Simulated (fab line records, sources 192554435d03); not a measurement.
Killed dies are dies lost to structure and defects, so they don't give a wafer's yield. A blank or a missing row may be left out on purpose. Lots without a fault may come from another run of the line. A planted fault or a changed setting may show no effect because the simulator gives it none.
Chamber matching | flow n5_finfet | N5_BEOL_M1_STRIP_36 on rie_diel-06: 4 sister chambers
The step strips in N2/H2. 14 wafers are shown with their chamber, then 7 later ones without.

WAFERS WITH THEIR CHAMBER
wafer  | chamber | showerhead_plenum_p_Torr (Torr) | drypump_motor_current_A (A) | throttle_valve_pct (%)
L076.3 | 3       | 2.69                            | 5.4                         | 23.1
L076.5 | 3       | 2.69                            | 5.4                         | 23.0
L076.6 | 0       | 2.59                            | 6.1                         | 23.7
L081.3 | 0       | 2.58                            | 6.0                         | 23.7
L081.4 | 2       | 2.55                            | 5.4                         | 24.1
L081.6 | 0       | 2.58                            | 6.1                         | 23.7
L084.2 | 1       | 2.50                            | 5.5                         | 23.6
L084.3 | 0       | 2.58                            | 6.0                         | 23.8
L084.4 | 2       | 2.55                            | 5.3                         | 24.0
L085.1 | 2       | 2.55                            | 5.3                         | 24.1
L085.4 | 3       | 2.68                            | 5.4                         | 23.1
L085.5 | 2       | 2.55                            | 5.3                         | 24.0
L088.2 | 3       | 2.68                            | 5.4                         | 23.1
L088.5 | 0       | 2.58                            | 6.1                         | 23.8

SIGNATURES (means of the wafers above)
reading                  | chamber 0 | chamber 1 | chamber 2 | chamber 3 | scatter within a chamber
showerhead_plenum_p_Torr | 2.5820    | 2.5000    | 2.5500    | 2.6850    | 0.00424
drypump_motor_current_A  | 6.060     | 5.500     | 5.325     | 5.400     | 0.0442
throttle_valve_pct       | 23.740    | 23.600    | 24.050    | 23.075    | 0.0543
Rule: a wafer's distance from a chamber is the root of the sum, over the readings, of the square of ((its reading less the chamber's mean) divided by the reading's scatter). The wafer belongs to the nearest chamber; if the next one is less than 2 further off, it can't be placed. The scatter: the root of (the sum of the squares of (reading less its chamber's mean) over the shown wafers, divided by (wafers less chambers)).

WAFERS WITHOUT THEIR CHAMBER
wafer  | showerhead_plenum_p_Torr (Torr) | drypump_motor_current_A (A) | throttle_valve_pct (%)
L088.6 | 2.50                            | 5.5                         | 23.7
L091.2 | 2.50                            | 5.5                         | 23.6
L091.4 | 2.58                            | 6.1                         | 23.8
L091.6 | 2.68                            | 5.4                         | 23.1
L094.1 | 2.68                            | 5.4                         | 23.1
L094.5 | 2.50                            | 5.5                         | 23.6
L094.6 | 2.54                            | 5.4                         | 24.1

WHICH CHAMBER EACH WENT THROUGH
wafer  | from the rows above | in truth
L088.6 | 1                   | 1
L091.2 | 1                   | 1
L091.4 | 0                   | 0
L091.6 | 3                   | 3
L094.1 | 3                   | 3
L094.5 | 1                   | 1
L094.6 | 2                   | 2
Placed correctly: 7 of 7. Can't be placed from these rows: 0. Placed wrongly: 0.
